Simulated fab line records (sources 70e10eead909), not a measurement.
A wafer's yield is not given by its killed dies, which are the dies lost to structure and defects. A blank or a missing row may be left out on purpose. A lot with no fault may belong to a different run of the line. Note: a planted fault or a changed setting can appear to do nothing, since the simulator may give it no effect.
fab line records	flow nand_harc	part 1 of 2: steps 1 to 17 of 24
record: lots: 5	wafers: 15	last_day: 33
route steps=1302 shown A_STAIRCASE@659
lots that met no fault: from a run of the same line without faults
start_h: start of the lot's first displayed wafer, in hours after the record's first day	wait_h: how many hours have passed since the lot's step before this one	" same as the row above	L1.1+2: a single row standing in for several wafers	- value missing, or start not given	* or withheld: withheld	< > ~ a bound
route shown NAME@n: a module of which the file shows steps, and the number in the route of the first	usual: average and standard deviation across the fault-free wafers	same: alike in all rows	chamber/n: place in a boat	sites: each site's reading	_std_site: standard deviation across them	_edge_site: the outer-site mean with the inner-site mean subtracted	radius_mm: for every site, how far away it sits from the centre of the wafer	mask NAME#n: copy n	behind: the most recent tool/chamber to have shaped the wafer	hold: reason for holding the lot/hours on hold/outcome of the hold	device: which transistor (n, p or np) failed to switch	end of line: the route-end tests of the same wafers	a step given without rows: its recipe and nothing more	killed: not the wafer's yield, but the dies lost to structure and defects at the first sort	map: shows each die of a wafer: x if killed, . if not, _ if none is there
set.NAME: the setting that was run; set.NAME@STEP: the one run at that earlier step	model.NAME: the simulator's own value behind a step, which no gauge read
a table for each step, a row for each wafer; lots at some steps of the route
services: from which hour (start_h, from the record's first day; less than 0 if before it) a tool's chamber was out of use, for how many hours, and why
== steps ==
step: NHARC_A_STAIRCASE_COAT_03
recipe: spin_rpm: 1200
usual: chill_plate_temp_C: 23.02/0.095
lot.wafer	tool	chamber	start_h	wait_h	chill_plate_temp_C
L074.1	litho_track-05	0	-	-	22.86
L074.2	"	0	"	"	23.02
L074.5	"	0	"	"	22.98
L075.3	litho_track-05	0	-	-	22.92
L075.5	"	0	"	"	22.98
L075.6	"	0	"	"	23.09
L082.3	litho_track-05	0	-	-	23.09
L082.4	"	0	"	"	23.25
L082.5	"	0	"	"	22.99
L087.1	litho_track-03	0	-	-	22.91
L087.4	"	0	"	"	22.91
L087.6	"	0	"	"	23.13
L095.2	litho_track-05	0	-	-	22.94
L095.4	"	0	"	"	23.18
L095.6	"	0	"	"	22.84
step: NHARC_A_STAIRCASE_SOFTBAKE_04
recipe: temp_c: 135	time_s: 170
usual: chill_plate_temp_C: 22.98/0.13
lot.wafer	tool	chamber	start_h	wait_h	chill_plate_temp_C
L074.1	litho_track-05	0	-	-	23.08
L074.2	"	0	"	"	22.98
L074.5	"	0	"	"	23.03
L075.3	litho_track-05	0	-	-	23.03
L075.5	"	0	"	"	23.19
L075.6	"	0	"	"	23.02
L082.3	litho_track-05	0	-	-	22.75
L082.4	"	0	"	"	23.06
L082.5	"	0	"	"	23.27
L087.1	litho_track-03	0	-	-	22.87
L087.4	"	0	"	"	23.02
L087.6	"	0	"	"	22.99
L095.2	litho_track-05	0	-	-	22.92
L095.4	"	0	"	"	22.96
L095.6	"	0	"	"	22.73
step: NHARC_A_STAIRCASE_EBR_05
usual: chill_plate_temp_C: 23.01/0.11
lot.wafer	tool	chamber	start_h	wait_h	chill_plate_temp_C
L074.1	litho_track-05	0	-	-	22.97
L074.2	"	0	"	"	22.99
L074.5	"	0	"	"	22.80
L075.3	litho_track-05	0	-	-	23.02
L075.5	"	0	"	"	23.15
L075.6	"	0	"	"	22.98
L082.3	litho_track-05	0	-	-	23.01
L082.4	"	0	"	"	23.06
L082.5	"	0	"	"	22.89
L087.1	litho_track-03	0	-	-	22.96
L087.4	"	0	"	"	22.91
L087.6	"	0	"	"	23.07
L095.2	litho_track-05	0	-	-	23.04
L095.4	"	0	"	"	23.03
L095.6	"	0	"	"	23.27
step: NHARC_A_STAIRCASE_EXPOSE_06
recipe: na: 0.5	dose_mj: 25.43	mask_id: STAIR
usual: exposure_dose_mJ_cm2: 25.433/0.028	reticle_temp_C: 22.99/0.1
lot.wafer	tool	chamber	start_h	wait_h	mask	exposure_dose_mJ_cm2	reticle_temp_C
L074.1	krf_scanner-01	0	357.42	-	STAIR#0	25.386	23.09
L074.2	"	0	"	"	STAIR#0	25.398	22.96
L074.5	"	0	"	"	STAIR#0	25.360	23.10
L075.3	krf_scanner-01	0	358.82	-	STAIR#0	25.369	22.89
L075.5	"	0	"	"	STAIR#0	25.391	23.02
L075.6	"	0	"	"	STAIR#0	25.396	23.05
L082.3	krf_scanner-04	0	454.96	-	STAIR#0	25.431	23.05
L082.4	"	0	"	"	STAIR#0	25.404	22.92
L082.5	"	0	"	"	STAIR#0	25.449	23.14
L087.1	krf_scanner-02	0	492.93	-	STAIR#0	25.409	23.08
L087.4	"	0	"	"	STAIR#0	25.396	23.02
L087.6	"	0	"	"	STAIR#0	25.435	23.01
L095.2	krf_scanner-04	0	567.86	-	STAIR#0	25.458	22.98
L095.4	"	0	"	"	STAIR#0	25.472	22.89
L095.6	"	0	"	"	STAIR#0	25.421	22.76
step: NHARC_A_STAIRCASE_PEB_07
recipe: peb_temp_c: 115	peb_time_s: 130
usual: chill_plate_temp_C: 23.02/0.096
lot.wafer	tool	chamber	start_h	wait_h	chill_plate_temp_C
L074.1	litho_track-05	0	357.48	0.1	23.01
L074.2	"	0	"	"	23.00
L074.5	"	0	"	"	23.11
L075.3	litho_track-03	0	358.88	0.0	22.98
L075.5	"	0	"	"	23.01
L075.6	"	0	"	"	23.05
L082.3	litho_track-02	0	455.02	0.1	23.03
L082.4	"	0	"	"	23.15
L082.5	"	0	"	"	23.04
L087.1	litho_track-02	0	492.99	0.1	23.08
L087.4	"	0	"	"	23.10
L087.6	"	0	"	"	22.99
L095.2	litho_track-03	0	567.92	0.1	23.03
L095.4	"	0	"	"	22.95
L095.6	"	0	"	"	23.03
step: NHARC_A_STAIRCASE_DEVELOP_08
recipe: time_s: 140
usual: chill_plate_temp_C: 22.99/0.096
lot.wafer	tool	chamber	start_h	wait_h	chill_plate_temp_C
L074.1	litho_track-05	0	-	-	22.79
L074.2	"	0	"	"	22.86
L074.5	"	0	"	"	22.84
L075.3	litho_track-03	0	-	-	22.97
L075.5	"	0	"	"	22.94
L075.6	"	0	"	"	22.91
L082.3	litho_track-02	0	-	-	22.94
L082.4	"	0	"	"	23.00
L082.5	"	0	"	"	22.90
L087.1	litho_track-02	0	-	-	23.00
L087.4	"	0	"	"	22.95
L087.6	"	0	"	"	22.85
L095.2	litho_track-03	0	-	-	23.06
L095.4	"	0	"	"	23.03
L095.6	"	0	"	"	22.92
step: NHARC_A_STAIRCASE_HARDBAKE_10
recipe: temp_c: 120	time_s: 140
usual: chill_plate_temp_C: 22.99/0.11
lot.wafer	tool	chamber	start_h	wait_h	chill_plate_temp_C
L074.1	litho_track-03	0	357.70	-	22.82
L074.2	"	0	"	"	23.00
L074.5	"	0	"	"	22.88
L075.3	litho_track-05	0	359.10	-	22.84
L075.5	"	0	"	"	22.82
L075.6	"	0	"	"	22.89
L082.3	litho_track-02	0	455.25	-	23.05
L082.4	"	0	"	"	23.08
L082.5	"	0	"	"	23.04
L087.1	litho_track-03	0	493.21	-	23.02
L087.4	"	0	"	"	22.82
L087.6	"	0	"	"	22.91
L095.2	litho_track-02	0	568.14	-	22.94
L095.4	"	0	"	"	23.06
L095.6	"	0	"	"	22.95
step: NHARC_A_STAIRCASE_DESCUM_11
recipe: time_s: 3	o2_flow_sccm: 200	ar_flow_sccm: 0	bias_power_w: 0	chemistry: O2
usual: drypump_motor_current_A: 5.8/0.55	mfc_ar_sccm: 0.005/0.0088	oes_product_au: 1.001/0.0079	rf_vpp_V: 57.7/0.91	showerhead_plenum_p_Torr: 1.90/0.09	throttle_valve_pct: 11.311/0.0093
same: bias_power_w: 0
lot.wafer	tool	chamber	start_h	wait_h	drypump_motor_current_A	mfc_ar_sccm	oes_product_au	rf_hours_counter_h	rf_vpp_V	showerhead_plenum_p_Torr	throttle_valve_pct
L074.1	rie_diel-02	3	357.80	-	5.4	0	1.011	43	57.6	1.90	11.310
L074.2	"	1	"	"	5.6	0.007	0.995	47	56.5	1.85	11.306
L074.5	"	3	"	"	5.4	0	1.007	-	58.7	1.89	11.303
L075.3	rie_diel-02	2	359.18	-	5.4	0	1.015	45	59.1	1.80	11.306
L075.6	"	2	"	"	5.4	0	1.006	-	58.4	1.80	11.306
L075.5	"	3	"	"	5.4	0	1.006	-	58.8	1.90	11.319
L082.4	rie_diel-02	0	455.33	-	4.9	0.004	1.007	12	57.4	2.07	11.308
L082.3	"	3	"	"	5.4	0	0.996	13	58.6	1.89	11.310
L082.5	"	0	"	"	4.9	0.004	0.991	-	59.7	2.07	11.325
L087.1	rie_diel-02	1	493.31	-	5.6	0.007	0.986	22	58.7	1.84	11.310
L087.4	"	3	"	"	5.4	0	0.997	31	57.9	1.88	11.314
L087.6	"	0	"	"	4.9	0.004	1.004	-	57.2	2.07	11.303
L095.2	rie_diel-04	0	568.24	-	6.0	0	1.009	5	58.4	2.08	11.302
L095.4	"	2	"	"	6.3	0.025	1.006	6	58.7	1.83	11.298
L095.6	"	0	"	"	6.1	0	1.013	-	60.6	2.07	11.323
step: NHARC_A_STAIRCASE_TRIM_12
recipe: time_s: 211.2	o2_flow_sccm: 500	ar_flow_sccm: 0	bias_w: 0	chemistry: O2
usual: drypump_motor_current_A: 5.8/0.55	mfc_ar_sccm: 0.005/0.009	oes_product_au: 0.998/0.0074	rf_vpp_V: 57.8/0.92	showerhead_plenum_p_Torr: 3.49/0.15	throttle_valve_pct: 17.037/0.0088
lot.wafer	tool	chamber	start_h	wait_h	drypump_motor_current_A	mfc_ar_sccm	oes_product_au	rf_hours_counter_h	rf_vpp_V	showerhead_plenum_p_Torr	throttle_valve_pct
L074.2	rie_diel-02	3	357.89	0.1	5.4	0	1.007	43	56.0	3.50	17.038
L074.1	"	0	"	"	4.9	0.004	1.008	46	58.0	3.27	17.031
L074.5	"	3	"	"	5.4	0	0.999	-	59.0	3.50	17.040
L075.3	rie_diel-02	2	359.31	0.1	5.4	0	1.004	45	56.7	3.34	17.052
L075.6	"	3	"	"	5.4	0	1.004	-	57.6	3.50	17.027
L075.5	"	0	"	"	4.9	0.004	1.005	-	58.4	3.27	17.029
L082.4	rie_diel-02	1	455.41	0.1	5.7	0.007	0.986	11	57.5	3.40	17.031
L082.3	"	2	"	"	5.4	0	0.990	12	58.1	3.33	17.031
L082.5	"	1	"	"	5.7	0.007	0.981	-	57.7	3.40	17.033
L087.1	rie_diel-02	0	493.39	0.1	4.9	0.004	1.004	30	58.6	3.79	17.041
L087.4	"	2	"	"	5.4	0	0.986	27	56.5	3.32	17.032
L087.6	"	1	"	"	5.7	0.007	0.990	-	58.6	3.40	17.038
L095.2	rie_diel-04	1	568.31	0.1	6.7	0	1.009	6	59.1	3.60	17.028
L095.4	"	3	"	"	6.0	0	1.003	5	57.6	3.42	17.017
L095.6	"	2	"	"	6.3	0.025	1.003	-	58.2	3.39	17.048
step: NHARC_A_STAIRCASE_ETCH_13
recipe: target_depth_a: 1000	time_s: 40.5	ion_energy_ev: 400	c4f8_flow_sccm: 20	o2_flow_sccm: 10	ar_flow_sccm: withheld	rf_w: 600	bias_w: 1000	chemistry: C4F8/O2
usual: oes_product_au: 0.943/0.013	rf_vpp_V: 894/5.6
lot.wafer	tool	chamber	start_h	wait_h	oes_product_au	rf_hours_counter_h	rf_vpp_V
L074.1	rie_diel-02	2	-	-	0.947	45	890
L074.2	"	3	"	"	0.945	44	894
L074.5	"	2	"	"	0.937	-	889
L075.3	rie_diel-02	0	-	-	0.936	47	887
L075.6	"	0	"	"	0.941	-	886
L075.5	"	1	"	"	0.951	-	892
L082.4	rie_diel-02	1	-	-	0.930	11	893
L082.3	"	0	"	"	0.951	12	906
L082.5	"	2	"	"	0.928	-	888
L087.4	rie_diel-02	3	-	-	0.944	31	893
L087.1	"	0	"	"	0.944	30	904
L087.6	"	3	"	"	0.962	-	894
L095.2	rie_diel-04	3	-	-	0.925	5	891
L095.4	"	2	"	"	0.927	6	891
L095.6	"	3	"	"	0.941	-	892
step: NHARC_A_STAIRCASE_TRIM_14
recipe: time_s: 211.2	o2_flow_sccm: 500	ar_flow_sccm: 0	bias_w: 0	chemistry: O2
usual: drypump_motor_current_A: 5.8/0.55	mfc_ar_sccm: 0.005/0.0085	oes_product_au: 1.000/0.0083	rf_vpp_V: 57.8/0.93	showerhead_plenum_p_Torr: 3.50/0.16	throttle_valve_pct: 17.035/0.009
lot.wafer	tool	chamber	start_h	wait_h	drypump_motor_current_A	mfc_ar_sccm	oes_product_au	rf_hours_counter_h	rf_vpp_V	showerhead_plenum_p_Torr	throttle_valve_pct
L074.2	rie_diel-02	2	-	-	5.5	0	1.000	45	58.5	3.34	17.012
L074.1	"	0	"	"	4.9	0.004	0.997	46	55.9	3.27	17.044
L074.5	"	2	"	"	5.4	0	1.006	-	58.1	3.34	17.043
L075.3	rie_diel-02	1	-	-	5.7	0.007	0.996	48	56.4	3.41	17.046
L075.5	"	0	"	"	4.9	0.004	0.996	-	56.8	3.27	17.029
L075.6	"	1	"	"	5.6	0.007	0.988	-	57.0	3.41	17.026
L082.4	rie_diel-02	1	-	-	5.7	0.007	1.001	11	59.0	3.40	17.032
L082.3	"	3	"	"	5.3	0	1.004	13	59.0	3.48	17.051
L082.5	"	1	"	"	5.7	0.007	0.991	-	58.3	3.40	17.026
L087.1	rie_diel-02	2	-	-	5.4	0	0.983	27	56.1	3.32	17.029
L087.4	"	0	"	"	4.9	0.004	0.992	30	57.7	3.79	17.027
L087.6	"	3	"	"	5.4	0	0.991	-	57.9	3.47	17.029
L095.2	rie_diel-04	3	-	-	6.0	0	1.003	5	58.1	3.42	17.041
L095.4	"	0	"	"	6.1	0	0.999	5	56.8	3.80	17.043
L095.6	"	3	"	"	6.0	0	1.002	-	57.1	3.42	17.038
step: NHARC_A_STAIRCASE_ETCH_15
recipe: target_depth_a: 1000	time_s: 40.5	ion_energy_ev: 400	c4f8_flow_sccm: 20	o2_flow_sccm: 10	ar_flow_sccm: withheld	rf_w: 600	bias_w: 1000	chemistry: C4F8/O2
usual: oes_product_au: 0.942/0.011	rf_vpp_V: 894/5.5
lot.wafer	tool	chamber	start_h	wait_h	oes_product_au	rf_hours_counter_h	rf_vpp_V
L074.1	rie_diel-02	0	-	-	0.969	46	887
L074.2	"	3	"	"	0.953	44	896
L074.5	"	1	"	"	0.966	-	891
L075.3	rie_diel-02	0	-	-	0.946	47	887
L075.5	"	2	"	"	0.938	-	888
L075.6	"	3	"	"	0.945	-	895
L082.4	rie_diel-02	2	-	-	0.934	12	888
L082.3	"	3	"	"	0.940	13	894
L082.5	"	0	"	"	0.933	-	906
L087.4	rie_diel-02	3	-	-	0.940	31	894
L087.1	"	1	"	"	0.936	22	892
L087.6	"	3	"	"	0.938	-	894
L095.4	rie_diel-04	2	-	-	0.944	7	890
L095.2	"	3	"	"	0.943	5	892
L095.6	"	2	"	"	0.932	-	891
step: NHARC_A_STAIRCASE_TRIM_16
recipe: time_s: 211.2	o2_flow_sccm: 500	ar_flow_sccm: 0	bias_w: 0	chemistry: O2
usual: drypump_motor_current_A: 5.8/0.54	mfc_ar_sccm: 0.005/0.0085	oes_product_au: 0.999/0.0081	rf_vpp_V: 57.8/0.97	showerhead_plenum_p_Torr: 3.49/0.15	throttle_valve_pct: 17.037/0.0087
lot.wafer	tool	chamber	start_h	wait_h	drypump_motor_current_A	mfc_ar_sccm	oes_product_au	rf_hours_counter_h	rf_vpp_V	showerhead_plenum_p_Torr	throttle_valve_pct
L074.1	rie_diel-02	0	-	-	4.9	0.004	1.008	46	58.3	3.27	17.040
L074.2	"	3	"	"	5.4	0	0.997	44	56.9	3.50	17.028
L074.5	"	1	"	"	5.7	0.007	0.994	-	58.6	3.41	17.047
L075.3	rie_diel-02	2	-	-	5.4	0	1.005	45	57.0	3.34	17.030
L075.6	"	3	"	"	5.4	0	1.006	-	56.7	3.50	17.054
L075.5	"	0	"	"	4.9	0.004	1.006	-	56.7	3.27	17.049
L082.3	rie_diel-02	1	-	-	5.7	0.007	0.984	11	57.6	3.40	17.026
L082.4	"	2	"	"	5.4	0	0.997	12	57.9	3.33	17.033
L082.5	"	2	"	"	5.4	0	0.995	-	55.9	3.33	17.048
L087.1	rie_diel-02	1	-	-	5.7	0.007	0.990	22	58.6	3.40	17.032
L087.4	"	3	"	"	5.4	0	0.996	32	56.8	3.47	17.048
L087.6	"	1	"	"	5.6	0.007	0.997	-	57.9	3.40	17.018
L095.4	rie_diel-04	0	-	-	6.1	0	0.995	5	58.4	3.81	17.038
L095.2	"	1	"	"	6.8	0	1.004	7	58.8	3.60	17.041
L095.6	"	1	"	"	6.7	0	0.999	-	58.6	3.60	17.060
step: NHARC_A_STAIRCASE_ETCH_17
recipe: target_depth_a: 1000	time_s: 40.5	ion_energy_ev: 400	c4f8_flow_sccm: 20	o2_flow_sccm: 10	ar_flow_sccm: withheld	rf_w: 600	bias_w: 1000	chemistry: C4F8/O2
usual: oes_product_au: 0.942/0.012	rf_vpp_V: 895/5.7
lot.wafer	tool	chamber	start_h	wait_h	oes_product_au	rf_hours_counter_h	rf_vpp_V
L074.1	rie_diel-02	2	-	-	0.943	45	889
L074.2	"	3	"	"	0.948	44	897
L074.5	"	1	"	"	0.946	-	891
L075.3	rie_diel-02	3	-	-	0.948	44	895
L075.5	"	2	"	"	0.953	-	887
L075.6	"	3	"	"	0.948	-	895
L082.3	rie_diel-02	3	-	-	0.948	13	894
L082.4	"	0	"	"	0.953	12	905
L082.5	"	2	"	"	0.929	-	888
L087.1	rie_diel-02	0	-	-	0.935	30	906
L087.4	"	1	"	"	0.927	22	891
L087.6	"	0	"	"	0.943	-	906
L095.2	rie_diel-04	0	-	-	0.935	5	907
L095.4	"	1	"	"	0.943	7	899
L095.6	"	0	"	"	0.947	-	906
step: NHARC_A_STAIRCASE_TRIM_18
recipe: time_s: 211.2	o2_flow_sccm: 500	ar_flow_sccm: 0	bias_w: 0	chemistry: O2
usual: drypump_motor_current_A: 5.8/0.55	mfc_ar_sccm: 0.005/0.0087	oes_product_au: 0.998/0.0079	rf_vpp_V: 57.8/0.87	showerhead_plenum_p_Torr: 3.48/0.15	throttle_valve_pct: 17.037/0.0086
lot.wafer	tool	chamber	start_h	wait_h	drypump_motor_current_A	mfc_ar_sccm	oes_product_au	rf_hours_counter_h	rf_vpp_V	showerhead_plenum_p_Torr	throttle_valve_pct
L074.2	rie_diel-02	2	-	-	5.4	0	1.005	45	57.7	3.34	17.034
L074.1	"	3	"	"	5.4	0	1.002	44	57.0	3.50	17.038
L074.5	"	1	"	"	5.7	0.007	1.002	-	58.3	3.41	17.053
L075.3	rie_diel-02	1	-	-	5.6	0.007	0.998	48	57.4	3.41	17.035
L075.6	"	1	"	"	5.7	0.007	0.995	-	56.4	3.41	17.040
L075.5	"	2	"	"	5.4	0	1.000	-	55.7	3.34	17.039
L082.4	rie_diel-02	2	-	-	5.4	0	0.991	12	57.8	3.33	17.045
L082.3	"	1	"	"	5.7	0.007	0.998	11	56.9	3.40	17.049
L082.5	"	3	"	"	5.4	0	0.997	-	57.4	3.48	17.029
L087.4	rie_diel-02	2	-	-	5.4	0	0.992	27	57.4	3.32	17.044
L087.1	"	3	"	"	5.4	0	1.000	32	57.4	3.47	17.040
L087.6	"	2	"	"	5.4	0	0.984	-	58.2	3.32	17.033
L095.4	rie_diel-04	1	-	-	6.8	0	0.999	7	58.3	3.60	17.042
L095.2	"	2	"	"	6.4	0.025	0.989	7	56.4	3.39	17.033
L095.6	"	2	"	"	6.4	0.025	0.996	-	57.8	3.39	17.038
step: NHARC_A_STAIRCASE_ETCH_19
recipe: target_depth_a: 1000	time_s: 40.5	ion_energy_ev: 400	c4f8_flow_sccm: 20	o2_flow_sccm: 10	ar_flow_sccm: withheld	rf_w: 600	bias_w: 1000	chemistry: C4F8/O2
usual: oes_product_au: 0.939/0.011	rf_vpp_V: 894/5.6
lot.wafer	tool	chamber	start_h	wait_h	oes_product_au	rf_hours_counter_h	rf_vpp_V
L074.2	rie_diel-02	0	-	-	0.945	47	888
L074.1	"	3	"	"	0.950	44	894
L074.5	"	1	"	"	0.952	-	893
L075.3	rie_diel-02	3	-	-	0.947	44	895
L075.6	"	0	"	"	0.952	-	887
L075.5	"	1	"	"	0.945	-	893
L082.4	rie_diel-02	0	-	-	0.946	12	904
L082.3	"	2	"	"	0.928	12	889
L082.5	"	1	"	"	0.937	-	892
L087.1	rie_diel-02	0	-	-	0.927	30	905
L087.4	"	1	"	"	0.918	22	891
L087.6	"	0	"	"	0.932	-	906
L095.4	rie_diel-04	2	-	-	0.942	7	890
L095.2	"	3	"	"	0.949	5	891
L095.6	"	2	"	"	0.944	-	890
step: NHARC_A_STAIRCASE_TRIM_20
recipe: time_s: 211.2	o2_flow_sccm: 500	ar_flow_sccm: 0	bias_w: 0	chemistry: O2
usual: drypump_motor_current_A: 5.9/0.53	mfc_ar_sccm: 0.005/0.0089	oes_product_au: 0.999/0.009	rf_vpp_V: 57.8/0.84	showerhead_plenum_p_Torr: 3.49/0.15	throttle_valve_pct: 17.035/0.0095
lot.wafer	tool	chamber	start_h	wait_h	drypump_motor_current_A	mfc_ar_sccm	oes_product_au	rf_hours_counter_h	rf_vpp_V	showerhead_plenum_p_Torr	throttle_valve_pct
L074.2	rie_diel-07	0	358.94	0.1	6.0	0	0.996	17	57.7	3.59	17.032
L074.1	"	1	"	"	6.1	0.024	0.993	19	58.6	3.76	17.040
L074.5	"	2	"	"	6.5	0	0.996	-	57.6	3.55	17.052
L075.3	rie_diel-07	1	360.36	0.1	6.1	0.024	0.993	20	57.8	3.76	17.018
L075.6	"	2	"	"	6.5	0	1.002	-	58.7	3.55	17.056
L075.5	"	3	"	"	5.1	0	1.013	-	57.4	3.43	17.048
L082.3	rie_diel-04	1	456.49	0.1	6.7	0	1.007	33	58.3	3.62	17.047
L082.4	"	2	"	"	6.4	0.025	1.006	30	57.0	3.41	17.046
L082.5	"	3	"	"	6.0	0	1.009	-	58.4	3.44	17.040
L087.1	rie_diel-02	2	494.46	0.1	5.5	0	0.984	27	57.6	3.32	17.025
L087.4	"	3	"	"	5.4	0	0.983	32	58.6	3.47	17.023
L087.6	"	1	"	"	5.7	0.007	0.988	-	58.3	3.40	17.023
L095.4	rie_diel-04	0	569.38	0.1	6.1	0	0.996	5	58.7	3.81	17.030
L095.2	"	1	"	"	6.8	0	1.002	7	57.8	3.60	17.039
L095.6	"	3	"	"	6.0	0	1.006	-	57.4	3.42	17.044
